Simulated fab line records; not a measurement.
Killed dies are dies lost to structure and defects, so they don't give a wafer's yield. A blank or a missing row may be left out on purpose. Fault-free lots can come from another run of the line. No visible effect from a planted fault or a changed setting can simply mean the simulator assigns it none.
Matching of chambers | flow n5_finfet | N5_BEOL_M0_SAQP_HM_OPEN_112 on rie_diel-06 has 4 sister chambers
The step chemistry CHF3/O2, target SiO2, stops on a-Si, target depth 12 nm, time 13.5 s. 22 wafers are shown with their chamber, then 11 later ones without.

EACH WAFER AND ITS CHAMBER
wafer  | chamber | showerhead_plenum_p_Torr (Torr) | rf_vpp_V (V) | throttle_valve_pct (%)
L078.2 | 2       | 2.46                            | 522          | 18.50
L078.4 | 3       | 2.38                            | 499          | 19.05
L078.6 | 2       | 2.46                            | 521          | 18.50
L080.2 | 0       | 2.36                            | 551          | 18.69
L080.3 | 2       | 2.45                            | 520          | 18.53
L080.4 | 1       | 2.52                            | 538          | 18.99
L081.1 | 0       | 2.36                            | 550          | 18.71
L081.4 | 1       | 2.52                            | 538          | 19.00
L081.5 | 3       | 2.38                            | 500          | 18.77
L082.1 | 0       | 2.36                            | 551          | 18.69
L082.5 | 0       | 2.36                            | 549          | 18.68
L082.6 | 1       | 2.52                            | 538          | 18.99
L086.1 | 2       | 2.45                            | 523          | 18.53
L086.3 | 0       | 2.36                            | 548          | 18.70
L086.4 | 1       | 2.52                            | 538          | 18.99
L090.1 | 0       | 2.36                            | 550          | 18.70
L090.4 | 2       | 2.45                            | 521          | 18.54
L090.6 | 3       | 2.38                            | 500          | 18.79
L091.1 | 1       | 2.52                            | 539          | 19.01
L091.3 | 2       | 2.45                            | 520          | 18.54
L091.5 | 1       | 2.52                            | 538          | 18.99
L093.2 | 1       | 2.52                            | 538          | 19.03

SIGNATURES, as means of the wafers listed above
reading                  | chamber 0 | chamber 1 | chamber 2 | chamber 3 | scatter within a chamber
showerhead_plenum_p_Torr | 2.3600    | 2.5200    | 2.4533    | 2.3800    | 0.00272
rf_vpp_V                 | 549.83    | 538.14    | 521.17    | 499.67    | 0.919
throttle_valve_pct       | 18.6950   | 19.0000   | 18.5233   | 18.8700   | 0.054
Rule: a wafer lies at a distance from a chamber equal to the root of the sum of squares, over the readings, of (its reading less the chamber's mean, divided by the reading's scatter). If the next closest chamber is less than 2 further off than the closest, the wafer can't be placed; otherwise it belongs to the closest. The scatter: take each reading less its chamber's mean, square it, sum over the shown wafers, divide by the number of wafers less the number of chambers, and take the root.

WAFERS WITHOUT THEIR CHAMBER
wafer  | showerhead_plenum_p_Torr (Torr) | rf_vpp_V (V) | throttle_valve_pct (%)
L093.3 | 2.37                            | 498          | 18.79
L093.4 | 2.52                            | 538          | 19.03
L094.2 | 2.52                            | 539          | 19.01
L094.4 | 2.52                            | 539          | 19.02
L094.5 | 2.52                            | 539          | 19.02
L096.2 | 2.51                            | 538          | 19.04
L096.3 | 2.37                            | 499          | 18.81
L096.5 | 2.37                            | 500          | 18.80
L097.2 | 2.36                            | 549          | 18.71
L097.3 | 2.45                            | 521          | 18.58
L097.5 | 2.36                            | 549          | 18.74

CHAMBER TAKEN BY EACH
wafer  | from the rows above | in truth
L093.3 | 3                   | 3
L093.4 | 1                   | 1
L094.2 | 1                   | 1
L094.4 | 1                   | 1
L094.5 | 1                   | 1
L096.2 | 1                   | 1
L096.3 | 3                   | 3
L096.5 | 3                   | 3
L097.2 | 0                   | 0
L097.3 | 2                   | 2
L097.5 | 0                   | 0
Correct placement for 11 of the 11. Can't be placed from these rows: 0. Number placed wrongly: 0.
